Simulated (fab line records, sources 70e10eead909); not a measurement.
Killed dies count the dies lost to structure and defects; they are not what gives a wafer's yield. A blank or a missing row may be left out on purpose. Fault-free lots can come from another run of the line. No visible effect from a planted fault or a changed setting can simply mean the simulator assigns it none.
Problem report, 8D (eight disciplines) form, completed by code	flow nandHarc	the parts of the form that need people (team, actions taken, sign-off) are left out

1. WHAT IS WRONG
At NHARC_P_M0_CMP_23, timeToEndpointS averages 13 s over 3 wafers from 2 lots, while fault-free wafers read 30 s, standard deviation 3.2. Measured from the usual mean, that is -5.3 standard deviations.
The step: polishes, t overpolish 20 s, target thk 117.54 nm.
The first sign was on wafer L357.2 at day 10 17:58, on cmp-03. Wafers with a number at this step in the record: 42, from 14 lots. Rule for "out" (also "out of limits"): further than 4 standard deviations from the usual mean. Any other wafer with a number is counted as sound.

2. WHAT IT IS AND WHAT IT IS NOT
question	is	is not
which readings at this step	timeToEndpointS	motorCurrentA, retainingRingPressureFrac
which lots	L357, L358	L346, L348, L353, L359, L361, L362, L363, L364, L366, L367, L368, L369
which wafers of those lots	L357.2, L358.1, L358.4	L357.3, L357.6, L358.6
read on which tools	cmp-03	cmp-02, cmp-04
when	from day 10 17:58	up to then (11 sound wafers); but 28 sound wafers of L358, L359, L361, L362, L363, L364, L366, L367, L368, L369 came after

3. WHAT RULES OUT EACH SUSPECT
Counting: if a tool at a process step up to the reading ran every lot that is out, it stays a suspect. Sound lots after the first of them don't rule it out here, since some wafers of a struck lot are sound.
- pvdSputter-02 at NHARC_P_M0_DEGAS_28 (time 60 s): kept. Ran every lot that is out, first one L357 (day 10 16:53); last sound lot up to then L348 (day 7 04:03).
- ecdCu-01 at NHARC_P_M0_ECD_22 (material Cu, target thk 400 nm): kept. Ran every lot that is out, first one L357 (day 10 17:18); last sound lot up to then L348 (day 7 04:28).
- cmp-03 at NHARC_P_M0_CMP_23 (polishes, t overpolish 20 s, target thk 117.54 nm): kept. Ran every lot that is out, first one L357 (day 10 17:58); last sound lot up to then L353 (day 8 23:31). Out on those wafers are its own readings of timeToEndpointS.
- Within cmp-03 at NHARC_P_M0_CMP_23: the wafers that are out ran in chambers 0, 1; their sound lot-mates ran in chambers 2, 3.
The count leaves pvdSputter-02 at NHARC_P_M0_DEGAS_28, ecdCu-01 at NHARC_P_M0_ECD_22, and cmp-03 at NHARC_P_M0_CMP_23.

4. THE CAUSE (what the simulator had put in)
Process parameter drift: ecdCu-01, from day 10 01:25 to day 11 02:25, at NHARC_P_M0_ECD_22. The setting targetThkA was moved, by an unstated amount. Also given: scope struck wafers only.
Counting leaves 3 suspects; this tool is one of them.

5. THE CHAIN OF EFFECTS, in route order
Each row: a reading where the mean over the struck wafers with a number is more than 3 standard deviations away from the usual. Only readings for which the record gives a usual standard deviation are gone through. hours: the time from each lot's start at the first step in this table that gives one to its start at this step, as a median over the lots. sigmas: the change in usual standard deviations.
hours	step	reading	usual	on struck wafers	change	sigmas
0	NHARC_P_M0_CMP_23	timeToEndpointS	30 s	13	-17	-5.3
Process steps it contains:
- NHARC_P_M0_CMP_23: polishes, t overpolish 20 s, target thk 117.54 nm.

6. HOW IT WOULD HAVE BEEN CAUGHT EARLIER
17 hours passed between the start of the fault at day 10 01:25 and the first reading out of limits in this record, taken at day 10 17:58.
L358, from the lots that are out (2), started NHARC_P_M0_ECD_22 on ecdCu-01 later than day 10 17:58. Had the tool been put on hold then, it would have been spared.
